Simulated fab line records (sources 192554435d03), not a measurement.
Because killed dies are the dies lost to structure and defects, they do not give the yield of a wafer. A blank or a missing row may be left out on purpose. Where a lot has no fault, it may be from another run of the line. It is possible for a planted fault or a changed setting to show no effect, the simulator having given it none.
fab line records	flow n5_finfet
record: lots: 9	wafers: 27	last_day: 17
route steps=1938 shown BEOL_M3@953 BEOL_M4@1111
lots that met no fault: taken from a fault-free run of the same line
start_h: hours from the record's first day to the start of the lot's first wafer shown	wait_h: hours elapsed since this lot's preceding step	" as in the row above	L1.1+2: one row covering several wafers at once	- no value present, or no start provided	* or withheld: withheld	< > ~ a bound
route shown NAME@n: names a module that has steps shown in the file, with the first one's number in the route	usual: mean/standard deviation taken from wafers without a fault	same: alike in all rows	chamber/n: place in a boat	sites: readings site by site	_std_site: the standard deviation of these	_edge_site: inner sites' mean taken away from outer sites' mean	radius_mm: for every site, how far away it sits from the centre of the wafer	mask NAME#n: copy n	behind: the last tool/chamber to shape the wafer	hold: reason for holding the lot/hours on hold/outcome of the hold	device: names the non-switching transistor (n, p or np)	end of line: the same wafers' tests at the end of the route	where a step has no rows: the recipe by itself	killed: at the first sort, the dies lost to defects and structure; wafer yield is something else	map: the dies of a wafer, with x for killed, . for not killed, _ for no die there
set.NAME: the run value of the setting; set.NAME@STEP: its run value at that earlier step	model.NAME: the simulator's own value behind a step, which no gauge read
route steps across a sampled set of lots; one table per step, one row per wafer
services: from which hour (start_h, from the record's first day; less than 0 if before it) a tool's chamber was out of use, for how many hours, and why
== steps ==
step: N5_BEOL_M3_STRIP_66
recipe: chemistry: CF4	resist: SiARC	power_w: 300	bias_power_w: 75	pressure_mtorr: 50	cf4_flow_sccm: 150	rf_frequency_hz: 6e+07
usual: drypump_motor_current_A: 5.8/0.51	oes_product_au: 0.74/0.081	rf_vpp_V: 271.0/1.4	showerhead_plenum_p_Torr: 1.79/0.053	throttle_valve_pct: 13.76/0.26
lot.wafer	tool	chamber	start_h	wait_h	drypump_motor_current_A	oes_product_au	rf_hours_counter_h	rf_vpp_V	showerhead_plenum_p_Torr	throttle_valve_pct
L724.3	rie_diel-05	0	162.98	0.0	5.4	0.68	210	270.3	1.78	13.81
L724.5	"	2	"	"	5.5	0.70	-	270.1	1.77	13.65
L724.6	"	3	"	"	5.6	0.72	-	271.8	1.78	14.08
L727.1	rie_diel-02	3	182.72	0.0	4.7	0.73	186	272.0	1.78	13.82
L727.4	"	0	"	"	6.0	0.70	217	270.0	1.78	14.02
L727.5	"	2	"	"	5.6	0.75	-	270.4	1.80	13.42
L726.1	rie_diel-04	3	188.07	0.0	5.7	0.69	243	267.5	1.70	14.03
L726.5	"	1	"	"	6.6	0.75	-	268.8	1.73	13.74
L726.6	"	0	"	"	6.1	0.71	-	270.7	1.79	13.76
L736.3	rie_diel-05	2	225.47	0.0	5.5	0.96	0	268.8	1.77	13.12
L736.5	"	0	"	"	5.4	0.67	-	270.7	1.77	13.84
L736.6	"	3	"	"	5.6	0.71	-	271.2	1.77	14.12
L735.1	rie_diel-05	3	227.60	0.0	5.6	0.71	214	270.9	1.77	14.12
L735.3	"	2	"	"	5.5	0.95	1	270.2	1.77	13.14
L735.4	"	0	"	"	5.4	0.68	228	269.9	1.77	13.85
L740.1	rie_diel-04	3	268.75	0.0	5.7	0.94	12	273.2	1.90	13.50
L740.4	"	1	"	"	6.6	0.74	189	269.7	1.72	13.79
L740.5	"	3	"	"	5.7	0.94	-	273.6	1.90	13.49
L741.1	rie_diel-04	0	272.79	0.0	6.1	0.69	209	271.5	1.78	13.83
L741.4	"	3	"	"	5.6	0.93	13	273.5	1.90	13.50
L741.5	"	3	"	"	5.7	0.94	-	273.3	1.90	13.49
L742.1	rie_diel-02	0	273.05	0.0	6.0	0.68	241	270.5	1.77	14.07
L742.4	"	1	"	"	5.9	0.89	36	272.8	1.90	13.24
L742.6	"	3	"	"	4.8	0.70	-	272.2	1.78	13.88
L743.1	rie_diel-02	0	286.29	0.0	6.0	0.68	245	270.5	1.77	14.07
L743.5	"	1	"	"	5.9	0.87	-	274.2	1.90	13.24
L743.6	"	2	"	"	5.6	0.72	-	271.6	1.79	13.46
step: N5_BEOL_M3_ETCH_77
recipe: chemistry: N2/H2	target: underlayer	target_depth_a: 65	mask_material: CAR-EUV	time_s: 5.2	ion_energy_ev: 200	pressure_mtorr: 30	source_w: 840	bias_w: 150	n2_flow_sccm: 200	h2_flow_sccm: 200	ends: cleared
usual: drypump_motor_current_A: 5.8/0.54	etch_rf_on_time_s: 5.21/0.084	oes_product_au: 0.64/0.068	rf_vpp_V: 523.8/2.5	showerhead_plenum_p_Torr: 2.54/0.082	throttle_valve_pct: 17.96/0.27
lot.wafer	tool	chamber	start_h	wait_h	drypump_motor_current_A	etch_rf_on_time_s	oes_product_au	rf_hours_counter_h	rf_vpp_V	showerhead_plenum_p_Torr	throttle_valve_pct
L724.3	rie_diel-05	3	163.84	0.0	5.6	5.39	0.61	195	523.3	2.52	18.30
L724.5	"	3	"	"	5.6	5.34	0.61	-	524.3	2.52	18.30
L724.6	"	2	"	"	5.5	5.32	0.60	-	522.3	2.51	17.95
L727.1	rie_diel-04	3	183.42	0.0	5.7	5.18	0.60	241	518.8	2.40	18.19
L727.4	"	2	"	"	5.5	5.17	0.65	170	527.7	2.64	17.88
L727.5	"	1	"	"	6.6	5.18	0.66	-	520.8	2.44	18.10
L726.1	rie_diel-05	0	188.89	0.0	5.4	5.28	0.59	216	520.2	2.52	17.99
L726.5	"	1	"	"	6.7	5.15	0.60	-	522.1	2.52	18.10
L726.6	"	2	"	"	5.5	5.31	0.59	-	522.8	2.50	17.95
L736.3	rie_diel-04	1	226.32	0.0	6.6	5.13	0.64	175	520.3	2.43	18.12
L736.5	"	1	"	"	6.6	5.13	0.65	-	520.1	2.43	18.13
L736.6	"	2	"	"	5.5	5.17	0.64	-	525.8	2.64	17.92
L735.1	rie_diel-02	2	228.57	0.0	5.6	5.18	0.63	150	523.0	2.55	17.67
L735.3	"	3	"	"	4.8	5.15	0.61	202	522.6	2.52	18.13
L735.4	"	1	"	"	5.9	5.15	0.76	23	526.5	2.72	17.51
L740.1	rie_diel-04	1	269.58	0.0	6.6	5.19	0.64	190	521.6	2.43	18.13
L740.4	"	0	"	"	6.1	5.23	0.59	209	521.6	2.51	17.92
L740.5	"	1	"	"	6.6	5.16	0.63	-	521.6	2.42	18.12
L741.1	rie_diel-02	0	273.65	0.0	6.1	5.26	0.59	242	522.9	2.51	18.38
L741.4	"	1	"	"	5.9	5.09	0.76	36	526.8	2.71	17.54
L741.5	"	0	"	"	6.0	5.32	0.58	-	524.1	2.51	18.39
L742.1	rie_diel-02	2	273.87	0.0	5.6	5.19	0.63	163	522.1	2.55	17.70
L742.4	"	1	"	"	5.9	5.18	0.76	36	528.0	2.71	17.53
L742.6	"	0	"	"	6.0	5.33	0.58	-	523.2	2.50	18.38
L743.1	rie_diel-04	0	286.99	0.0	6.1	5.16	0.60	214	521.1	2.51	17.91
L743.5	"	2	"	"	5.5	5.19	0.63	-	524.5	2.63	17.92
L743.6	"	1	"	"	6.6	5.17	0.63	-	518.6	2.42	18.18
step: N5_BEOL_M3_ALD_98
recipe: material: SiO2	target_thk_a: 25	temp_c: 100	ald_precursor_family: BDEAS	ald_co_reactant: O2-plasma	pulse_time_s: 1	co_reactant_pulse_time_s: 1	purge_time_s: 2	co_reactant_purge_time_s: 2	ald_cycles: 17	pressure_torr: 2
usual: ald_cycles: 17/0	heater_power_w: 78/7.5	precursor_pulse_height_rel: 1.001/0.021
same: pulse_time_s: 1
lot.wafer	tool	chamber	start_h	wait_h	ald_cycles	heater_power_w	precursor_pulse_height_rel
L724.3	ald_sin-02	0	163.93	0.1	17	91	1.003
L724.5	"	0	"	"	17	92	0.991
L724.6	"	3	"	"	17	60	1.004
L727.1	ald_sin-02	0	183.90	0.4	21	94	1.021
L727.4	"	2	"	"	21	78	0.970
L727.5	"	0	"	"	17	89	1.000
L726.1	ald_sin-02	1	188.99	0.1	21	73	0.985
L726.5	"	2	"	"	17	79	0.975
L726.6	"	0	"	"	17	94	1.021
L736.3	ald_sin-03	3	226.42	0.1	17	66	1.009
L736.5	"	0	"	"	17	80	1.028
L736.6	"	3	"	"	17	69	0.988
L735.1	ald_sin-01	2	228.67	0.1	17	71	0.985
L735.3	"	0	"	"	17	78	0.968
L735.4	"	1	"	"	17	81	1.011
L740.1	ald_sin-03	2	270.19	0.6	17	70	1.001
L740.4	"	3	"	"	17	67	0.983
L740.5	"	2	"	"	17	70	1.020
L741.1	ald_sin-02	0	273.75	0.1	17	93	0.965
L741.4	"	3	"	"	17	59	1.002
L741.5	"	1	"	"	17	75	1.023
L742.1	ald_sin-01	0	273.97	0.1	17	75	1.017
L742.4	"	2	"	"	17	73	1.003
L742.6	"	3	"	"	17	76	0.992
L743.1	ald_sin-01	0	287.40	0.4	17	79	1.010
L743.5	"	1	"	"	17	83	0.976
L743.6	"	0	"	"	17	77	1.001
step: N5_BEOL_M3_STRIP_36
recipe: chemistry: N2/H2	power_w: 450	temp_c: 40	pressure_mtorr: 20	rf_frequency_hz: 6e+07	overash_fraction: 0.3	bias_power_w: 7	h2_frac: 0.5	n2_flow_sccm: 200	h2_flow_sccm: 200
usual: drypump_motor_current_A: 5.8/0.51	oes_product_au: 0.77/0.094	rf_vpp_V: 59.3/1.5	showerhead_plenum_p_Torr: 2.56/0.092	throttle_valve_pct: 23.71/0.29
lot.wafer	tool	chamber	start_h	wait_h	drypump_motor_current_A	oes_product_au	rf_hours_counter_h	rf_vpp_V	showerhead_plenum_p_Torr	throttle_valve_pct
L724.3	rie_diel-04	1	172.47	0.0	6.7	0.77	157	58.7	2.43	23.98
L724.5	"	2	"	"	5.5	0.77	-	59.7	2.64	23.58
L724.6	"	1	"	"	6.6	0.77	-	58.8	2.43	24.01
L727.1	rie_diel-02	0	186.95	0.0	6.0	0.70	218	58.0	2.51	24.22
L727.4	"	1	"	"	5.9	0.95	9	59.2	2.72	23.32
L727.5	"	0	"	"	6.1	0.71	-	59.8	2.51	24.22
L726.1	rie_diel-02	3	199.61	0.0	4.8	0.73	191	60.0	2.53	23.86
L726.5	"	1	"	"	5.9	0.94	-	56.5	2.72	23.28
L726.6	"	0	"	"	6.0	0.71	-	58.7	2.51	24.23
L736.3	rie_diel-02	1	234.15	0.0	5.9	0.92	25	56.3	2.71	23.35
L736.5	"	3	"	"	4.7	0.72	-	58.8	2.52	23.91
L736.6	"	2	"	"	5.6	0.75	-	59.4	2.55	23.40
L735.1	rie_diel-02	3	238.64	0.0	4.8	0.71	205	58.2	2.52	23.93
L735.3	"	0	"	"	6.0	0.70	231	58.9	2.51	24.25
L735.4	"	2	"	"	5.6	0.73	153	58.0	2.55	23.39
L740.1	rie_diel-04	2	271.43	0.0	5.5	0.73	196	59.9	2.63	23.62
L740.4	"	0	"	"	6.1	0.70	209	59.5	2.51	23.51
L740.5	"	3	"	"	5.7	0.95	-	59.7	2.70	23.55
L741.1	rie_diel-05	2	275.21	0.0	5.5	0.93	13	61.7	2.49	23.49
L741.4	"	3	"	"	5.6	0.71	226	59.5	2.50	24.06
L741.5	"	3	"	"	5.6	0.71	-	62.0	2.50	24.09
L742.1	rie_diel-04	0	280.87	0.0	6.1	0.70	212	59.2	2.50	23.55
L742.4	"	2	"	"	5.5	0.73	198	59.5	2.62	23.62
L742.6	"	3	"	"	5.7	0.94	-	58.6	2.70	23.55
L743.1	rie_diel-04	0	290.23	0.0	6.1	0.70	215	61.5	2.50	23.57
L743.5	"	1	"	"	6.6	0.74	-	59.6	2.42	24.02
L743.6	"	0	"	"	6.1	0.68	-	58.6	2.50	23.53
step: N5_BEOL_M4_RC_MEAS_101
usual: DIBL_N: 36.3/1.2	DIBL_P: 36.3/1.4	IOFF_N: 0.157/0.02	IOFF_P: 0.22/0.033	ION_N: 675/9.6	ION_P: 465/8.2	SS_N: 71.4/0.45	SS_P: 73.3/0.54	VT_N: 249.8/2.5	VT_P: -249/3.2
lot.wafer	tool	chamber	start_h	wait_h	DIBL_N[mV/V]	DIBL_P[mV/V]	IOFF_N[nA/um]	IOFF_P[nA/um]	ION_N[uA/um]	ION_P[uA/um]	SS_N[mV/dec]	SS_P[mV/dec]	VT_N[mV]	VT_P[mV]
L724.3	prober-02	0	203.36	0.3	36.7	37.4	0.161	0.24	684	475	72.0	73.4	247.5	-247
L724.5	"	0	"	"	37.9	38.7	0.190	0.26	687	467	71.9	74.0	248.9	-249
L724.6	"	0	"	"	36.8	37.3	0.162	0.23	678	468	71.4	74.3	249.6	-249
L727.1	prober-01	0	209.08	0.0	36.7	36.7	0.185	0.25	695	475	72.2	73.9	247.5	-249
L727.4	"	0	"	"	36.6	36.2	0.163	0.23	679	466	71.9	72.6	250.2	-249
L727.5	"	0	"	"	36.4	36.4	0.179	0.25	695	477	71.0	72.6	246.5	-246
L726.1	prober-01	0	215.64	0.0	36.5	35.2	0.145	0.20	677	465	71.7	73.1	253.5	-251
L726.5	"	0	"	"	37.5	37.4	0.176	0.24	690	477	71.7	73.4	246.0	-247
L726.6	"	0	"	"	36.6	34.6	0.138	0.19	674	460	71.2	73.4	252.7	-251
L736.3	prober-01	0	252.24	0.3	34.5	34.8	0.155	0.19	679	468	71.6	73.8	249.4	-252
L736.5	"	0	"	"	34.2	34.3	0.146	0.18	681	459	70.7	72.8	247.7	-255
L736.6	"	0	"	"	33.8	34.0	0.141	0.17	670	459	71.5	72.9	248.8	-256
L735.1	prober-01	0	269.43	0.0	37.2	37.3	0.182	0.25	680	475	71.3	73.5	248.5	-246
L735.3	"	0	"	"	35.8	36.4	0.173	0.24	680	472	71.3	73.9	249.2	-245
L735.4	"	0	"	"	36.2	36.6	0.173	0.23	677	465	71.1	72.8	247.7	-246
L740.1	prober-02	0	299.64	0.0	35.0	35.0	0.143	0.25	674	464	72.2	73.6	251.8	-248
L740.4	"	0	"	"	35.3	35.0	0.149	0.23	677	472	71.7	73.6	252.1	-247
L740.5	"	0	"	"	34.5	33.3	0.137	0.21	687	473	71.4	73.2	250.9	-248
L741.1	prober-01	0	299.75	0.0	35.0	33.2	0.123	0.15	654	443	70.7	73.8	256.3	-256
L741.4	"	0	"	"	35.9	34.8	0.141	0.17	665	450	71.5	73.9	254.5	-258
L741.5	"	0	"	"	35.8	34.6	0.130	0.17	650	442	71.2	73.9	257.1	-256
L742.1	prober-02	0	300.57	0.2	35.0	35.5	0.126	0.18	653	459	70.5	72.8	254.0	-251
L742.4	"	0	"	"	35.4	36.4	0.127	0.19	661	460	71.3	73.2	254.7	-251
L742.6	"	0	"	"	34.6	35.6	0.115	0.18	658	459	70.8	73.1	254.7	-252
L743.1	prober-02	0	308.98	0.0	38.3	38.4	0.206	0.26	675	463	72.1	74.6	247.8	-247
L743.5	"	0	"	"	37.7	38.6	0.195	0.26	675	467	72.2	73.5	247.5	-249
L743.6	"	0	"	"	38.1	38.6	0.199	0.26	692	474	71.5	73.9	244.4	-245
== services ==
tool	chamber	start_h	hours	kind
rie_diel-02	-	139.51	0.9	repair
ald_sin-03	-	176.81	14.0	pm
ald_sin-03	0	176.81	14.0	vent_cycle
ald_sin-03	1	176.81	14.0	vent_cycle
ald_sin-01	-	189.68	4.3	pm
rie_diel-02	0	202.66	7.8	repair
rie_diel-02	2	206.69	6.6	repair
rie_diel-05	2	209.91	-	clean
rie_diel-05	2	209.91	-	consumable_replace:focus_ring
rie_diel-05	2	209.91	14.9	scheduled_down
rie_diel-05	2	209.91	14.9	vent_cycle
rie_diel-04	3	210.24	-	clean
rie_diel-04	3	210.24	-	consumable_replace:focus_ring
rie_diel-04	3	210.24	-	consumable_replace:showerhead
rie_diel-04	3	210.24	16.8	scheduled_down
rie_diel-04	3	210.24	16.8	vent_cycle
ald_sin-02	3	212.69	12.1	repair
ald_sin-02	1	221.04	5.6	repair
ald_sin-02	2	226.91	10.4	repair
ald_sin-03	1	227.38	3.0	repair
ald_sin-02	0	253.08	4.4	repair
ald_sin-02	2	264.60	10.1	repair
rie_diel-02	3	267.45	4.0	repair
rie_diel-02	-	275.75	2.8	pm
== key ==
first_sign: step: N5_BEOL_M3_ALD_98	reading: ald_cycles	direction: up	sigmas: 99+	usual: *	struck: *
effect none on later readings
met_at N5_BEOL_M3_ALD_98
struck_lots L726,L727
struck_wafers L726.1,L727.1,L727.4
not_acting_at N5_BEOL_M3_STRIP_66,N5_BEOL_M3_ETCH_77,N5_BEOL_M3_STRIP_36
onset_between 163.93 183.90
fault: kind: process_parameter_drift	tool: ald_sin-02	chamber: -	onset_h: 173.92	steps: N5_BEOL_M3_ALD_98	channel: ald_cycles	offset: *	shape: step	end_h: 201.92	scope: struck_wafers_only	acts_in: *	stated: *
